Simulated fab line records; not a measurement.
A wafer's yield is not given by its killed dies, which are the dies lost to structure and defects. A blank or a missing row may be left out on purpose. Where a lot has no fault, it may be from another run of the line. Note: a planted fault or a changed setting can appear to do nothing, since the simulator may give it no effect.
Which tool did it? | flow n5Finfet | 72 wafers from 24 lots sampled at 6 of the route's 1938 steps

## WHAT THE GAUGES SHOWED, per wafer
Not one reading of a measure or inspect step in the record can be checked against a usual standard deviation.

## WHAT TOOL EACH LOT RAN ON (gives the tool, then ch and the chambers of the sampled wafers, and finally the start)
lot  | N5_GATE_CUT_PECVD_57           | N5_GATE_CUT_VAPOR_ETCH_48        | N5_MOL_CONTACT_COAG_CONTACT_ETCH_14 | N5_MOL_CONTACT_COAG_TI_SIL_19 | N5_MOL_CONTACT_COAG_SIL_ANNEAL_21 | N5_MOL_CONTACT_COAG_SPUTTER_130
L074 | pecvd-01 ch 0,1,2, day 4 07:40 | rieMetal-01 ch 0,1, day 4 09:07  | rieDiel-02 ch 0,1,2, day 4 13:15    | pvdSputter-01, day 4 13:58    | rtpAnneal-01 ch 0, day 4 14:29    | pvdSputter-03, day 4 19:33
L075 | pecvd-02 ch 0,2, day 4 15:28   | rieMetal-01 ch 0,1, day 4 16:54  | rieDiel-03 ch 0,3, day 4 21:41      | pvdSputter-01, day 4 22:35    | rtpAnneal-02 ch 0, day 4 23:07    | pvdSputter-02, day 5 03:48
L076 | pecvd-02 ch 0,1,2, day 4 22:43 | rieMetal-01 ch 0,1, day 5 00:17  | rieDiel-05 ch 1,2,3, day 5 03:48    | pvdSputter-01, day 5 04:59    | rtpAnneal-02 ch 0, day 5 05:29    | pvdSputter-01, day 5 08:56
L077 | pecvd-01 ch 0,2, day 5 03:48   | rieMetal-03 ch 0,1, day 5 05:28  | rieDiel-02 ch 1,2, day 5 09:11      | pvdSputter-03, day 5 10:34    | rtpAnneal-01 ch 0, day 5 11:10    | pvdSputter-03, day 5 16:07
L078 | pecvd-03 ch 1,2, day 5 12:07   | rieMetal-02 ch 1, day 5 13:33    | rieDiel-05 ch 2,3, day 5 17:09      | pvdSputter-02, day 5 18:21    | rtpAnneal-01 ch 0, day 5 18:53    | pvdSputter-01, day 6 00:06
L079 | pecvd-03 ch 0,1,2, day 5 18:14 | rieMetal-01 ch 0,1, day 5 19:47  | rieDiel-03 ch 1,2,3, day 5 23:17    | pvdSputter-03, day 5 23:58    | rtpAnneal-02 ch 0, day 6 00:27    | pvdSputter-02, day 6 03:14
L080 | pecvd-01 ch 1,2, day 6 00:02   | rieMetal-02 ch 0,1, day 6 02:10  | rieDiel-02 ch 0,1, day 6 06:50      | pvdSputter-01, day 6 08:53    | rtpAnneal-01 ch 0, day 6 09:27    | pvdSputter-03, day 6 13:47
L081 | pecvd-02 ch 0,1,2, day 6 05:05 | rieMetal-02 ch 0,1, day 6 06:51  | rieDiel-05 ch 0,1,3, day 6 10:34    | pvdSputter-02, day 6 11:28    | rtpAnneal-01 ch 0, day 6 12:02    | pvdSputter-01, day 6 18:13
L082 | pecvd-02 ch 0,1,2, day 6 10:56 | rieMetal-03 ch 0,1, day 6 12:35  | rieDiel-05 ch 1,2,3, day 6 16:29    | pvdSputter-01, day 6 17:58    | rtpAnneal-01 ch 0, day 6 18:27    | pvdSputter-03, day 6 21:31
L083 | pecvd-01 ch 1,2, day 6 15:32   | rieMetal-01 ch 1, day 6 16:58    | rieDiel-02 ch 0,2,3, day 6 20:24    | pvdSputter-01, day 6 21:20    | rtpAnneal-02 ch 0, day 6 21:53    | pvdSputter-03, day 7 01:30
L084 | pecvd-02 ch 0,1, day 6 20:07   | rieMetal-01 ch 0,1, day 6 21:34  | rieDiel-03 ch 1,3, day 7 01:00      | pvdSputter-02, day 7 01:50    | rtpAnneal-02 ch 0, day 7 02:22    | pvdSputter-01, day 7 08:25
L085 | pecvd-03 ch 0,2, day 7 08:36   | rieMetal-02 ch 0,1, day 7 10:11  | rieDiel-05 ch 1,2, day 7 13:50      | pvdSputter-03, day 7 14:52    | rtpAnneal-02 ch 0, day 7 15:23    | pvdSputter-03, day 7 20:14
L086 | pecvd-02 ch 0,1,2, day 7 15:56 | rieMetal-01 ch 0,1, day 7 17:31  | rieDiel-05 ch 0,1,2, day 7 20:55    | pvdSputter-03, day 7 21:49    | rtpAnneal-01 ch 0, day 7 22:31    | pvdSputter-03, day 8 01:22
L087 | pecvd-01 ch 0,2, day 7 18:59   | rieMetal-02 ch 0,1, day 7 20:25  | rieDiel-03 ch 1,2,3, day 7 23:49    | pvdSputter-01, day 8 00:56    | rtpAnneal-01 ch 0, day 8 01:26    | pvdSputter-02, day 8 05:07
L088 | pecvd-02 ch 1,2, day 7 22:05   | rieMetal-01 ch 0,1, day 7 23:38  | rieDiel-02 ch 0,1,2, day 8 03:19    | pvdSputter-01, day 8 04:16    | rtpAnneal-01 ch 0, day 8 04:47    | pvdSputter-01, day 8 08:34
L089 | pecvd-02 ch 0,2, day 8 05:33   | rieMetal-03 ch 1, day 8 07:26    | rieDiel-05 ch 1,2,3, day 8 11:02    | pvdSputter-03, day 8 11:57    | rtpAnneal-02 ch 0, day 8 12:29    | pvdSputter-02, day 8 17:02
L090 | pecvd-01 ch 0,2, day 8 11:35   | rieMetal-01 ch 1, day 8 13:03    | rieDiel-05 ch 1,2,3, day 8 16:26    | pvdSputter-02, day 8 17:08    | rtpAnneal-02 ch 0, day 8 17:37    | pvdSputter-01, day 8 23:53
L091 | pecvd-01 ch 1,2, day 8 20:13   | rieMetal-01 ch 0,1, day 8 21:40  | rieDiel-02 ch 0,1, day 9 01:14      | pvdSputter-01, day 9 02:13    | rtpAnneal-02 ch 0, day 9 02:44    | pvdSputter-01, day 9 08:07
L092 | pecvd-02 ch 0,1,2, day 8 22:30 | rieMetal-02 ch 0,1, day 9 00:16  | rieDiel-02 ch 0,1, day 9 04:41      | pvdSputter-02, day 9 05:25    | rtpAnneal-01 ch 0, day 9 06:03    | pvdSputter-02, day 9 11:10
L093 | pecvd-02 ch 0,1,2, day 9 05:58 | rieMetal-03 ch 1, day 9 07:31    | rieDiel-03 ch 0,2, day 9 11:02      | pvdSputter-02, day 9 11:53    | rtpAnneal-02 ch 0, day 9 12:25    | pvdSputter-03, day 9 16:43
L094 | pecvd-03 ch 1,2, day 9 11:15   | rieMetal-02 ch 0,1, day 9 12:51  | rieDiel-02 ch 0,3, day 9 16:26      | pvdSputter-02, day 9 17:15    | rtpAnneal-01 ch 0, day 9 17:47    | pvdSputter-02, day 9 20:51
L095 | pecvd-02 ch 0,1, day 9 18:30   | rieMetal-01 ch 0,1, day 9 19:58  | rieDiel-03 ch 2,3, day 9 23:23      | pvdSputter-03, day 10 00:04   | rtpAnneal-02 ch 0, day 10 00:36   | pvdSputter-03, day 10 05:23
L096 | pecvd-03 ch 0,1, day 10 02:29  | rieMetal-03 ch 0,1, day 10 04:01 | rieDiel-02 ch 0,1,2, day 10 07:32   | pvdSputter-03, day 10 09:10   | rtpAnneal-01 ch 0, day 10 09:40   | pvdSputter-02, day 10 13:43
L097 | pecvd-02 ch 0,1, day 10 04:07  | rieMetal-03 ch 0,1, day 10 05:51 | rieDiel-05 ch 1,2,3, day 10 09:24   | pvdSputter-02, day 10 10:05   | rtpAnneal-02 ch 0, day 10 10:37   | pvdSputter-02, day 10 15:24
- N5_GATE_CUT_PECVD_57: deposits SiNx from SiH4/NH3/N2, target thk 21 nm.
- N5_GATE_CUT_VAPOR_ETCH_48: etches TiN in BCl3/Cl2.
- N5_MOL_CONTACT_COAG_CONTACT_ETCH_14: etches SiO2 in C4F6/O2, target depth 27.5 nm, overetch 8.5 nm, time 20 s.
- N5_MOL_CONTACT_COAG_TI_SIL_19: material Ti, target thk 4.2 nm, time 15 s.
- N5_MOL_CONTACT_COAG_SIL_ANNEAL_21: time 60 s.
- N5_MOL_CONTACT_COAG_SPUTTER_130: material Co, target thk 47.5 nm.

## WHAT THE TOOLS THEMSELVES READ (means of the sampled wafers that have a number; where no wafer has one, the mark that the record gives instead)
N5_GATE_CUT_PECVD_57. Usual: heaterPowerW 809 W, standard deviation 110; rfFwdPowerW 297.8 W, standard deviation 1.2; showerheadPlenumPTorr 5.17 Torr, standard deviation 0.062; throttleValvePct 40.5 %, standard deviation 1.5.
lot  | tool     | heaterPowerW (W) | rfFwdPowerW (W) | showerheadPlenumPTorr (Torr) | throttleValvePct (%) | flag
L074 | pecvd-01 | 857              | 297.7           | 5.23                         | 42.0                 | 
L075 | pecvd-02 | 743              | 298.4           | 5.14                         | 40.1                 | 
L076 | pecvd-02 | 801              | 298.3           | 5.15                         | 39.6                 | 
L077 | pecvd-01 | 945              | 299.2           | 5.28                         | 41.2                 | 
L078 | pecvd-03 | 785              | 296.2           | 5.09                         | 40.5                 | 
L079 | pecvd-03 | 761              | 297.6           | 5.13                         | 40.7                 | 
L080 | pecvd-01 | 930              | 297.6           | 5.25                         | 42.3                 | 
L081 | pecvd-02 | 742              | 296.9           | 5.15                         | 39.5                 | 
L082 | pecvd-02 | 747              | 297.9           | 5.14                         | 39.6                 | 
L083 | pecvd-01 | 773              | 297.6           | 5.19                         | 43.1                 | 
L084 | pecvd-02 | 874              | 298.8           | 5.14                         | 38.9                 | 
L085 | pecvd-03 | 804              | 298.1           | 5.14                         | 39.9                 | 
L086 | pecvd-02 | 783              | 297.1           | 5.15                         | 39.6                 | 
L087 | pecvd-01 | 912              | 297.7           | 5.25                         | 41.5                 | 
L088 | pecvd-02 | 846              | 297.8           | 5.17                         | 39.5                 | 
L089 | pecvd-02 | 675              | 298.9           | 5.14                         | 40.3                 | 
L090 | pecvd-01 | 1021             | 297.8           | 5.28                         | 41.5                 | 
L091 | pecvd-01 | 796              | 297.2           | 5.19                         | 43.2                 | 
L092 | pecvd-02 | 756              | 298.9           | 5.14                         | 39.6                 | 
L093 | pecvd-02 | 744              | 298.3           | 5.15                         | 39.6                 | 
L094 | pecvd-03 | 820              | 297.0           | 5.10                         | 40.6                 | 
L095 | pecvd-02 | 789              | 297.8           | 5.14                         | 39.3                 | 
L096 | pecvd-03 | 741              | 296.6           | 5.17                         | 41.4                 | 
L097 | pecvd-02 | 788              | 297.6           | 5.13                         | 39.2                 | 

N5_GATE_CUT_VAPOR_ETCH_48. Usual: drypumpMotorCurrentA 5.5 A, standard deviation 0.4; oesProductAu 0.71 a.u., standard deviation 0.11.
lot  | tool        | drypumpMotorCurrentA (A) | oesProductAu (a.u.) | flag
L074 | rieMetal-01 | 5.8                      | 0.69                | 
L075 | rieMetal-01 | 5.8                      | 0.69                | 
L076 | rieMetal-01 | 5.4                      | 0.69                | 
L077 | rieMetal-03 | 5.3                      | 0.73                | 
L078 | rieMetal-02 | 5.8                      | 0.64                | 
L079 | rieMetal-01 | 5.8                      | 0.68                | 
L080 | rieMetal-02 | 5.6                      | 0.64                | 
L081 | rieMetal-02 | 5.5                      | 0.65                | 
L082 | rieMetal-03 | 5.3                      | 0.71                | 
L083 | rieMetal-01 | 6.1                      | 0.67                | 
L084 | rieMetal-01 | 5.4                      | 0.68                | 
L085 | rieMetal-02 | 5.6                      | 0.64                | 
L086 | rieMetal-01 | 5.4                      | 0.67                | 
L087 | rieMetal-02 | 5.6                      | 0.64                | 
L088 | rieMetal-01 | 5.8                      | 0.67                | 
L089 | rieMetal-03 | 5.2                      | 0.88                | 
L090 | rieMetal-01 | 6.1                      | 0.67                | 
L091 | rieMetal-01 | 5.8                      | 0.67                | 
L092 | rieMetal-02 | 5.5                      | 0.64                | 
L093 | rieMetal-03 | 5.3                      | 0.87                | 
L094 | rieMetal-02 | 5.6                      | 0.63                | 
L095 | rieMetal-01 | 5.8                      | 0.67                | 
L096 | rieMetal-03 | 5.3                      | 0.90                | 
L097 | rieMetal-03 | 5.2                      | 0.90                | 

N5_MOL_CONTACT_COAG_CONTACT_ETCH_14. Usual: O2_flow_sccm 9.999 sccm, standard deviation 0.028; drypumpMotorCurrentA 5.8 A, standard deviation 0.53; mfcArSccm 300.1 sccm, standard deviation 0.95; oesProductAu 0.68 a.u., standard deviation 0.066; rfFwdPowerW 362.9 W, standard deviation 1.8; rfVppV 694 V, standard deviation 3.1; showerheadPlenumPTorr 2.94 Torr, standard deviation 0.091; throttleValvePct 21.24 %, standard deviation 0.2.
lot  | tool       | O2_flow_sccm (sccm) | drypumpMotorCurrentA (A) | mfcArSccm (sccm) | oesProductAu (a.u.) | rfFwdPowerW (W) | rfVppV (V) | showerheadPlenumPTorr (Torr) | throttleValvePct (%) | flag
L074 | rieDiel-02 | 10.011              | 5.7                      | 299.9            | 0.69                | 361.7           | 692        | 2.86                         | 21.31                | 
L075 | rieDiel-03 | 9.998               | 6.3                      | 299.8            | 0.63                | 364.5           | 694        | 2.93                         | 21.26                | 
L076 | rieDiel-05 | 10.005              | 5.8                      | 300.4            | 0.68                | 362.5           | 694        | 2.93                         | 21.13                | 
L077 | rieDiel-02 | 9.973               | 5.4                      | 298.9            | 0.73                | 361.8           | 690        | 2.79                         | 21.26                | 
L078 | rieDiel-05 | 10.008              | 6.1                      | 300.5            | 0.62                | 362.7           | 694        | 2.97                         | 21.13                | 
L079 | rieDiel-03 | 9.980               | 6.2                      | 299.5            | 0.71                | 363.1           | 697        | 2.98                         | 21.18                | 
L080 | rieDiel-02 | 9.996               | 5.8                      | 300.8            | 0.68                | 363.7           | 694        | 2.94                         | 21.24                | 
L081 | rieDiel-05 | 9.998               | 5.7                      | 300.7            | 0.68                | 363.8           | 695        | 2.94                         | 21.28                | 
L082 | rieDiel-05 | 10.020              | 5.7                      | 299.8            | 0.67                | 363.1           | 694        | 2.92                         | 21.16                | 
L083 | rieDiel-02 | 10.014              | 6.0                      | 299.8            | 0.65                | 363.0           | 693        | 2.92                         | 21.47                | 
L084 | rieDiel-03 | 10.036              | 6.5                      | 301.1            | 0.65                | 363.7           | 696        | 2.95                         | 21.04                | 
L085 | rieDiel-05 | 10.006              | 5.6                      | 300.6            | 0.65                | 361.1           | 694        | 2.91                         | 21.02                | 
L086 | rieDiel-05 | 9.987               | 5.5                      | 299.9            | 0.67                | 363.1           | 694        | 2.93                         | 21.16                | 
L087 | rieDiel-03 | 10.006              | 6.2                      | 300.7            | 0.68                | 362.3           | 696        | 2.97                         | 21.21                | 
L088 | rieDiel-02 | 10.017              | 5.7                      | 299.8            | 0.66                | 363.8           | 692        | 2.84                         | 21.36                | 
L089 | rieDiel-05 | 10.004              | 5.8                      | 300.0            | 0.65                | 361.9           | 694        | 2.92                         | 21.18                | 
L090 | rieDiel-05 | 10.007              | 5.7                      | 300.6            | 0.65                | 363.5           | 694        | 2.92                         | 21.18                | 
L091 | rieDiel-02 | 10.007              | 5.8                      | 300.6            | 0.66                | 362.7           | 695        | 2.93                         | 21.27                | 
L092 | rieDiel-02 | 9.984               | 5.8                      | 299.2            | 0.66                | 364.1           | 694        | 2.93                         | 21.26                | 
L093 | rieDiel-03 | 9.993               | 6.2                      | 299.7            | 0.77                | 362.2           | 696        | 2.98                         | 21.14                | 
L094 | rieDiel-02 | 9.981               | 5.9                      | 300.5            | 0.67                | 363.0           | 698        | 3.01                         | 21.43                | 
L095 | rieDiel-03 | 9.996               | 6.0                      | 299.7            | 0.67                | 362.0           | 694        | 2.93                         | 21.36                | 
L096 | rieDiel-02 | 10.012              | 5.7                      | 299.7            | 0.71                | 362.4           | 695        | 2.95                         | 21.26                | 
L097 | rieDiel-05 | 9.985               | 5.7                      | 300.9            | 0.64                | 362.9           | 694        | 2.91                         | 21.21                | 

N5_MOL_CONTACT_COAG_TI_SIL_19. Usual: throttleValvePct reads 30.3 % (standard deviation 0.93).
lot  | tool          | throttleValvePct (%) | flag
L074 | pvdSputter-01 | 30.2                 | 
L075 | pvdSputter-01 | 30.8                 | 
L076 | pvdSputter-01 | 30.5                 | 
L077 | pvdSputter-03 | 30.4                 | 
L078 | pvdSputter-02 | 29.8                 | 
L079 | pvdSputter-03 | 31.2                 | 
L080 | pvdSputter-01 | 30.3                 | 
L081 | pvdSputter-02 | 29.4                 | 
L082 | pvdSputter-01 | 30.7                 | 
L083 | pvdSputter-01 | 30.2                 | 
L084 | pvdSputter-02 | 29.8                 | 
L085 | pvdSputter-03 | 31.1                 | 
L086 | pvdSputter-03 | 31.3                 | 
L087 | pvdSputter-01 | 30.7                 | 
L088 | pvdSputter-01 | 30.3                 | 
L089 | pvdSputter-03 | 31.2                 | 
L090 | pvdSputter-02 | 29.8                 | 
L091 | pvdSputter-01 | 30.5                 | 
L092 | pvdSputter-02 | 29.9                 | 
L093 | pvdSputter-02 | 29.4                 | 
L094 | pvdSputter-02 | 29.9                 | 
L095 | pvdSputter-03 | 30.2                 | 
L096 | pvdSputter-03 | 31.1                 | 
L097 | pvdSputter-02 | 30.0                 | 

N5_MOL_CONTACT_COAG_SIL_ANNEAL_21. Usual: lampPowerPct 5.64 %, standard deviation 0.063; lamp_zone_3_pct 5.64 %, standard deviation 0.064; wafer_temp_C_max 552.4, standard deviation 1.2.
lot  | tool         | lampPowerPct (%) | lamp_zone_3_pct (%) | wafer_temp_C_max | flag
L074 | rtpAnneal-01 | 5.58             | 5.58                | 554.0            | 
L075 | rtpAnneal-02 | 5.70             | 5.71                | 551.5            | 
L076 | rtpAnneal-02 | 5.71             | 5.71                | 551.4            | 
L077 | rtpAnneal-01 | 5.57             | 5.58                | 553.8            | 
L078 | rtpAnneal-01 | 5.58             | 5.58                | 553.5            | 
L079 | rtpAnneal-02 | 5.71             | 5.70                | 551.1            | 
L080 | rtpAnneal-01 | 5.58             | 5.58                | 553.3            | 
L081 | rtpAnneal-01 | 5.58             | 5.58                | 553.7            | 
L082 | rtpAnneal-01 | 5.57             | 5.58                | 552.9            | 
L083 | rtpAnneal-02 | 5.70             | 5.71                | 551.2            | 
L084 | rtpAnneal-02 | 5.70             | 5.71                | 551.0            | 
L085 | rtpAnneal-02 | 5.70             | 5.70                | 551.3            | 
L086 | rtpAnneal-01 | 5.58             | 5.58                | 553.3            | 
L087 | rtpAnneal-01 | 5.58             | 5.58                | 553.7            | 
L088 | rtpAnneal-01 | 5.58             | 5.58                | 553.1            | 
L089 | rtpAnneal-02 | 5.71             | 5.71                | 551.3            | 
L090 | rtpAnneal-02 | 5.71             | 5.71                | 551.1            | 
L091 | rtpAnneal-02 | 5.71             | 5.71                | 551.4            | 
L092 | rtpAnneal-01 | 5.59             | 5.58                | 553.6            | 
L093 | rtpAnneal-02 | 5.70             | 5.71                | 551.2            | 
L094 | rtpAnneal-01 | 5.58             | 5.58                | 553.9            | 
L095 | rtpAnneal-02 | 5.70             | 5.71                | 551.3            | 
L096 | rtpAnneal-01 | 5.58             | 5.58                | 553.4            | 
L097 | rtpAnneal-02 | 5.71             | 5.70                | 551.1            | 

N5_MOL_CONTACT_COAG_SPUTTER_130. Usual: throttleValvePct reads 30.4 % (standard deviation 1).
lot  | tool          | throttleValvePct (%) | flag
L074 | pvdSputter-03 | 30.7                 | 
L075 | pvdSputter-02 | 30.0                 | 
L076 | pvdSputter-01 | 30.6                 | 
L077 | pvdSputter-03 | 31.3                 | 
L078 | pvdSputter-01 | 30.4                 | 
L079 | pvdSputter-02 | 29.8                 | 
L080 | pvdSputter-03 | 30.6                 | 
L081 | pvdSputter-01 | 30.7                 | 
L082 | pvdSputter-03 | 30.3                 | 
L083 | pvdSputter-03 | 31.2                 | 
L084 | pvdSputter-01 | 30.3                 | 
L085 | pvdSputter-03 | 30.8                 | 
L086 | pvdSputter-03 | 30.2                 | 
L087 | pvdSputter-02 | 29.6                 | 
L088 | pvdSputter-01 | 30.2                 | 
L089 | pvdSputter-02 | 29.5                 | 
L090 | pvdSputter-01 | 30.5                 | 
L091 | pvdSputter-01 | 30.3                 | 
L092 | pvdSputter-02 | 29.8                 | 
L093 | pvdSputter-03 | 31.8                 | 
L094 | pvdSputter-02 | 30.2                 | 
L095 | pvdSputter-03 | 31.2                 | 
L096 | pvdSputter-02 | 29.6                 | 
L097 | pvdSputter-02 | 29.5                 | 

## THE ANSWER, worked out from the rows above alone
Rule: a lot is off if the mean of its wafers that have a number lies more than 3 standard deviations from the usual mean. Also off: a lot with no number at a reading for which 4 or more lots have one. All remaining lots with rows at the step are treated as sound. First the gauges in route order, then the tools' own readings, where a lot's mean is used as printed above. At the first step where some lot is off, the reading lying furthest off is the one used; lots without a number count as furthest.
Across all readings shown, no lot is off: no conclusion can be drawn from this.

## WHAT HAD BEEN PUT IN BY THE SIMULATOR
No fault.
